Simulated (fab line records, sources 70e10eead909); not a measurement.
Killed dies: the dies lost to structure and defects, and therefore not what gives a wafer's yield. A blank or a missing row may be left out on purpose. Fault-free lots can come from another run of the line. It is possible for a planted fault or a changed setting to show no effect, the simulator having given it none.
Matching of chambers | flow nand-harc | NHARC_P_M1_CMP_23 on cmp-03 has 4 sister chambers
The step polishes, t overpolish 20 s, target thk 157.82 nm. 22 wafers are shown with their chamber, then 11 later ones without.

== WAFERS, EACH WITH ITS CHAMBER ==
wafer  | chamber | motor-current-A (A) | time-to-endpoint-s (s)
L077.2 | 3       | 11.0                | 30.4
L077.4 | 2       | 12.1                | 30.0
L077.5 | 2       | 11.6                | 32.1
L079.2 | 2       | 11.9                | 31.1
L079.4 | 1       | 11.0                | 28.0
L079.5 | 0       | 12.4                | 30.5
L081.1 | 0       | 11.9                | 31.1
L081.4 | 2       | 12.0                | 29.3
L081.5 | 1       | 10.3                | 27.5
L084.1 | 0       | 12.8                | 30.4
L084.4 | 2       | 11.9                | 29.2
L084.5 | 2       | 11.4                | 27.9
L085.2 | 3       | 11.8                | 26.1
L085.3 | 2       | 11.2                | 29.0
L085.6 | 0       | 12.4                | 28.2
L086.1 | 2       | 11.5                | 27.4
L086.3 | 1       | 10.3                | 24.5
L086.4 | 3       | 11.5                | 24.8
L091.2 | 1       | 10.1                | 25.9
L091.3 | 3       | 11.5                | 26.0
L091.4 | 2       | 12.3                | 28.4
L092.2 | 3       | 11.5                | 27.7

SIGNATURES (averages over the wafers above)
reading            | chamber 0 | chamber 1 | chamber 2 | chamber 3 | scatter within a chamber
motor-current-A    | 12.375    | 10.425    | 11.767    | 11.460    | 0.353
time-to-endpoint-s | 30.050    | 26.475    | 29.378    | 27.000    | 1.65
Rule: a wafer lies at a distance from a chamber equal to the root of the sum of squares, over the readings, of (its reading less the chamber's mean, divided by the reading's scatter). If the next closest chamber is less than 2 further off than the closest, the wafer can't be placed; otherwise it belongs to the closest. The scatter: the root of (the sum of the squares of (reading less its chamber's mean) over the shown wafers, divided by (wafers less chambers)).

== WAFERS WHOSE CHAMBER IS MISSING ==
wafer  | motor-current-A (A) | time-to-endpoint-s (s)
L092.4 | 10.0                | 28.6
L092.6 | 11.9                | 28.2
L094.1 | 10.5                | 26.9
L094.2 | 11.1                | 28.3
L094.3 | 12.2                | 28.2
L095.1 | 10.5                | 30.8
L095.2 | 11.8                | 29.8
L095.6 | 10.4                | 28.3
L097.1 | 11.5                | 30.3
L097.3 | 10.8                | 31.8
L097.5 | 10.4                | 29.9

== EACH ONE'S CHAMBER ==
wafer  | from the rows above               | in truth
L092.4 | 1                                 | 1
L092.6 | can't be placed: 2 or 3 or 0      | 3
L094.1 | 1                                 | 1
L094.2 | can't be placed: 3 or 2 or 1      | 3
L094.3 | can't be placed: 0 or 2 or 3      | 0
L095.1 | can't be placed: 1 or 3 or 2      | 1
L095.2 | can't be placed: 2 or 0 or 3      | 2
L095.6 | can't be placed: 1 or 3           | 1
L097.1 | can't be placed: 2 or 3 or 0      | 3
L097.3 | can't be placed: 2 or 1 or 3 or 0 | 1
L097.5 | can't be placed: 1 or 3 or 2      | 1
Placed correctly: 2 of 11. Cannot be placed on the basis of these rows: 9; the candidates contain the true chamber in 9. Wrongly placed: 0.
